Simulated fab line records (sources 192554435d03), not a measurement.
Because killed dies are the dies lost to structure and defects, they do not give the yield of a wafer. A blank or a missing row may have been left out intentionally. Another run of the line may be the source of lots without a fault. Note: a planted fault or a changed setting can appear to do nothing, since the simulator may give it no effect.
Which tool was responsible? -- flow n5_finfet -- 31 wafers from 11 lots sampled at 5 of the route's 1938 steps

## WHAT THE GAUGES READ, wafer by wafer
The record lacks any reading of a measuring or inspecting step that a usual standard deviation could be used to judge.

## TOOL THAT RAN EACH LOT (tool first, then ch and the chambers of the sampled wafers, then the start)
lot,N5_BEOL_M10_ETCH_66,N5_BEOL_M10_ALD_74,N5_BEOL_M10_CVD_75,N5_BEOL_M11_PECVD_70,N5_PASSIVATION_PROBE_49
L736,"rie_diel-04 ch 0,1, day 10 20:46","ald_metal-04 ch 0,1,2, day 10 22:59","cvd_co-02 ch 0,1, day 10 23:22","pecvd-02 ch 0,1, day 11 01:20",-
L734,"rie_diel-02 ch 0,2, day 10 20:55","ald_metal-01 ch 1,2,3, day 10 23:04","cvd_co-01 ch 0,2, day 10 23:31","pecvd-04 ch 0,1,2, day 11 01:35",-
L735,"rie_diel-04 ch 0,3, day 10 21:20","ald_metal-03 ch 1,2, day 10 23:25","cvd_co-02 ch 1,2, day 11 00:03","pecvd-02 ch 0,1, day 11 02:05",-
L738,"rie_diel-03 ch 0,1,2, day 11 14:49","ald_metal-04 ch 0,1,3, day 11 15:55","cvd_co-01 ch 0,2, day 11 16:18","pecvd-04 ch 1,2, day 11 18:26",-
L737,"rie_diel-04 ch 0,1,3, day 11 15:44","ald_metal-03 ch 0,2,3, day 11 16:49","cvd_co-01 ch 1,2, day 11 17:25","pecvd-04 ch 0,2, day 11 19:38",-
L741,"rie_diel-04 ch 1,3, day 12 07:08","ald_metal-01 ch 1,2, day 12 09:46","cvd_co-01 ch 0,1, day 12 10:07","pecvd-01 ch 0,2, day 12 13:07","prober-02, day 14 10:21"
L745,"rie_diel-04 ch 1,2, day 12 21:10","ald_metal-03 ch 1,2, day 12 22:19","cvd_co-01 ch 1,2, day 12 22:49","pecvd-02 ch 0,2, day 13 00:38",-
L751,"rie_diel-02 ch 0,1, day 14 11:25","ald_metal-04 ch 0,2,3, day 14 12:33","cvd_co-02 ch 0,2, day 14 12:53","pecvd-01 ch 0,1,2, day 14 14:42",-
L753,"rie_diel-04 ch 2,3, day 15 11:12","ald_metal-01 ch 0,1,3, day 15 13:32","cvd_co-01 ch 0,1,2, day 15 14:04","pecvd-04 ch 0,1, day 15 18:28",-
L755,"rie_diel-02 ch 0,1,2, day 16 02:53","ald_metal-03 ch 0,3, day 16 03:58","cvd_co-01 ch 0,2, day 16 04:23","pecvd-04 ch 1,2, day 16 06:10",-
L756,"rie_diel-03 ch 0,1,3, day 16 12:24","ald_metal-03 ch 0,3, day 16 13:31","cvd_co-01 ch 0,1,2, day 16 13:54","pecvd-01 ch 0,1, day 16 15:50",-
- N5_BEOL_M10_ETCH_66: etches SOC in N2/H2, target depth 120 nm, overetch 24 nm, time 180 s.
- N5_BEOL_M10_ALD_74: deposits TaN, target thk 2 nm, pulse time 2 s, purge time 3 s.
- N5_BEOL_M10_CVD_75: deposits Co from CCTBA/H2, target thk 2 nm, time 138.9 s.
- N5_BEOL_M11_PECVD_70: deposits SiO2 from TEOS/O2, target thk 20 nm, time 22.7 s.
- N5_PASSIVATION_PROBE_49

## AS READ BY THE TOOLS THEMSELVES (means over the sampled wafers that have a number; for cases with no such wafer, the mark the record gives instead)
N5_BEOL_M10_ETCH_66. Usual: drypump_motor_current_A 5.8 A, standard deviation 0.38; oes_product_au 0.66 a.u., standard deviation 0.057; rf_fwd_power_W 836.1 W, standard deviation 2.6; rf_vpp_V 524.2 V, standard deviation 2.7; showerhead_plenum_p_Torr 2.55 Torr, standard deviation 0.086; throttle_valve_pct 17.70 %, standard deviation 0.19.
lot,tool,drypump_motor_current_A (A),oes_product_au (a.u.),rf_fwd_power_W (W),rf_vpp_V (V),showerhead_plenum_p_Torr (Torr),throttle_valve_pct (%),flag
L736,rie_diel-04,5.6,0.67,836.6,527.6,2.66,17.54,
L734,rie_diel-02,5.9,0.65,834.6,523.1,2.52,17.80,
L735,rie_diel-04,5.5,0.68,835.4,526.6,2.61,17.49,
L738,rie_diel-03,5.6,0.72,835.6,523.4,2.52,17.69,
L737,rie_diel-04,5.6,0.64,835.4,525.7,2.59,17.65,
L741,rie_diel-04,5.6,0.61,836.3,525.4,2.54,17.80,
L745,rie_diel-04,6.0,0.67,834.9,523.0,2.56,17.71,
L751,rie_diel-02,5.8,0.67,835.4,526.2,2.60,17.63,
L753,rie_diel-04,6.1,0.69,835.4,522.0,2.47,17.65,
L755,rie_diel-02,5.8,0.63,837.4,524.8,2.55,17.77,
L756,rie_diel-03,6.0,0.65,836.9,523.7,2.53,17.84,

N5_BEOL_M10_ALD_74. Usual: 427 W for heater_power_w, sd 50.
lot,tool,heater_power_w (W),flag
L736,ald_metal-04,449,
L734,ald_metal-01,381,
L735,ald_metal-03,403,
L738,ald_metal-04,432,
L737,ald_metal-03,463,
L741,ald_metal-01,382,
L745,ald_metal-03,410,
L751,ald_metal-04,441,
L753,ald_metal-01,403,
L755,ald_metal-03,484,
L756,ald_metal-03,461,

N5_BEOL_M10_CVD_75. Usual: 161.7 s for run_length_s, sd 0.64.
lot,tool,run_length_s (s),flag
L736,cvd_co-02,161.7,
L734,cvd_co-01,162.2,
L735,cvd_co-02,161.8,
L738,cvd_co-01,161.2,
L737,cvd_co-01,108.8,OFF
L741,cvd_co-01,121.0,OFF
L745,cvd_co-01,121.8,OFF
L751,cvd_co-02,161.7,
L753,cvd_co-01,161.8,
L755,cvd_co-01,161.9,
L756,cvd_co-01,161.8,

N5_BEOL_M11_PECVD_70. Usual: heater_power_w 717 W, standard deviation 73; rf_fwd_power_W 445.0 W, standard deviation 2; showerhead_plenum_p_Torr 8.75 Torr, standard deviation 0.062; throttle_valve_pct 22.2 %, standard deviation 1.1.
lot,tool,heater_power_w (W),rf_fwd_power_W (W),showerhead_plenum_p_Torr (Torr),throttle_valve_pct (%),flag
L736,pecvd-02,767,444.0,8.84,23.1,
L734,pecvd-04,717,445.7,8.77,22.2,
L735,pecvd-02,722,446.1,8.82,23.1,
L738,pecvd-04,823,443.6,8.76,21.5,
L737,pecvd-04,655,447.0,8.77,23.3,
L741,pecvd-01,732,443.4,8.71,22.1,
L745,pecvd-02,644,441.9,8.80,21.4,
L751,pecvd-01,694,445.3,8.69,21.9,
L753,pecvd-04,750,445.3,8.74,23.0,
L755,pecvd-04,710,444.9,8.79,21.5,
L756,pecvd-01,747,446.1,8.65,22.5,

N5_PASSIVATION_PROBE_49. Usual: defect_limited_yield 91.4 %, standard deviation 1.5; killed_at_M0_to_M3 32, standard deviation 9.8; killed_at_M4_up 15, standard deviation 5.6; killed_at_contacts 12, standard deviation 5.4; killed_at_front_end 40, standard deviation 13; killed_at_other 3.0, standard deviation 2.1; killed_dies 102, standard deviation 17; killed_open 67, standard deviation 13; killed_short 32, standard deviation 7.1; sort_bin_5_function 5.1 %, standard deviation 0.96; sort_bin_6_memory 3.2 %, standard deviation 0.7; sort_bin_8_speed 0.0 %, standard deviation 0.3; sort_n_pass 1078, standard deviation 18; sort_yield_pct 91.3 %, standard deviation 1.5.
lot,tool,defect_limited_yield (%),killed_at_M0_to_M3,killed_at_M4_up,killed_at_contacts,killed_at_front_end,killed_at_other,killed_dies,killed_open,killed_short,sort_bin_5_function (%),sort_bin_6_memory (%),sort_bin_8_speed (%),sort_n_pass,sort_yield_pct (%),flag
L741,prober-02,93.6,16,19,8,28,5.0,76,53,22,3.3,2.9,0.0,1104,93.6,

## THE ANSWER, worked out from the rows above alone
Rule: a lot is off if the mean of its wafers that have a number lies more than 3 standard deviations from the usual mean. A lot without any number at a reading at which 4 lots or more have one is off too. Any other lot the step has rows for is counted as sound. After the gauges, taken in route order, come the tools' own readings; for these a lot's mean is taken, as printed above. The first step at which some lot is off is used, and at that step the reading that is off furthest; a lot without a number counts as furthest.
Off: L737, L741, L745, at N5_BEOL_M10_CVD_75 (run_length_s).
If a tool, at that step or one of the process steps before it, ran each lot that is off and ran no sound lot following the first of them, it fits. None of those tried fits.

## WHAT THE SIMULATOR PUT IN
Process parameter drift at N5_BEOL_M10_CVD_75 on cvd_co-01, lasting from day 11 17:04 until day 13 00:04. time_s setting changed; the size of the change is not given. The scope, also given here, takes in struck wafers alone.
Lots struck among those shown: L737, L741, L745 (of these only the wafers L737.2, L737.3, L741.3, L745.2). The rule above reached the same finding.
